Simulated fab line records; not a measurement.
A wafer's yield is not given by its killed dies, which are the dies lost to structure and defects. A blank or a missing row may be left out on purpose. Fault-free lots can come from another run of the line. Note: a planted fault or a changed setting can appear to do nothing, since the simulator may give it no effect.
Chamber matching || flow n5Finfet || N5_GATE_CUT_CMP_61 on cmp-04 has 4 sister chambers
The step polishes, stops on SiNx, t overpolish 3 s. 14 wafers are shown with their chamber, then 7 later ones without.

## WAFERS WITH THEIR CHAMBER
{"wafer": "L074.2", "chamber": 2, "motorCurrentA (A)": 11.5}
{"wafer": "L074.3", "chamber": 1, "motorCurrentA (A)": 13.2}
{"wafer": "L074.6", "chamber": 1, "motorCurrentA (A)": 12.8}
{"wafer": "L075.2", "chamber": 2, "motorCurrentA (A)": 11.8}
{"wafer": "L075.3", "chamber": 0, "motorCurrentA (A)": 9.8}
{"wafer": "L075.5", "chamber": 2, "motorCurrentA (A)": 11.2}
{"wafer": "L079.2", "chamber": 2, "motorCurrentA (A)": 11.2}
{"wafer": "L079.4", "chamber": 3, "motorCurrentA (A)": 13.5}
{"wafer": "L079.6", "chamber": 1, "motorCurrentA (A)": 12.6}
{"wafer": "L088.2", "chamber": 1, "motorCurrentA (A)": 12.2}
{"wafer": "L088.5", "chamber": 3, "motorCurrentA (A)": 13.1}
{"wafer": "L088.6", "chamber": 2, "motorCurrentA (A)": 11.8}
{"wafer": "L089.2", "chamber": 0, "motorCurrentA (A)": 10.3}
{"wafer": "L089.4", "chamber": 2, "motorCurrentA (A)": 11.6}

SIGNATURES (averages over the wafers above)
{"reading": "motorCurrentA", "chamber 0": 10.050, "chamber 1": 12.700, "chamber 2": 11.517, "chamber 3": 13.300, "scatter within a chamber": 0.331}
Rule: for each reading, subtract the chamber's mean from the wafer's reading, divide by that reading's scatter and square the result; add these up over the readings and take the root, which gives the wafer's distance from the chamber. The wafer belongs to the nearest chamber; if the next one is less than 2 further off, it can't be placed. How the scatter is found: for the shown wafers, subtract from each reading the mean of its chamber, square and add these, divide the total by (wafers less chambers), then take the root.

## WAFERS MISSING THEIR CHAMBER
{"wafer": "L089.5", "motorCurrentA (A)": 9.7}
{"wafer": "L090.2", "motorCurrentA (A)": 13.4}
{"wafer": "L090.3", "motorCurrentA (A)": 9.6}
{"wafer": "L090.4", "motorCurrentA (A)": 11.2}
{"wafer": "L091.3", "motorCurrentA (A)": 10.0}
{"wafer": "L091.4", "motorCurrentA (A)": 11.3}
{"wafer": "L091.6", "motorCurrentA (A)": 12.3}

## WHICH CHAMBER EACH WENT THROUGH
{"wafer": "L089.5", "from the rows above": 0, "in truth": 0}
{"wafer": "L090.2", "from the rows above": "can't be placed: 3 or 1", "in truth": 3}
{"wafer": "L090.3", "from the rows above": 0, "in truth": 0}
{"wafer": "L090.4", "from the rows above": 2, "in truth": 2}
{"wafer": "L091.3", "from the rows above": 0, "in truth": 0}
{"wafer": "L091.4", "from the rows above": 2, "in truth": 2}
{"wafer": "L091.6", "from the rows above": "can't be placed: 1 or 2 or 3", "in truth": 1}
5 of 7 placed correctly. Unplaceable from these rows: 2, with the true chamber sitting among the candidates in 2. Wrongly placed: 0.
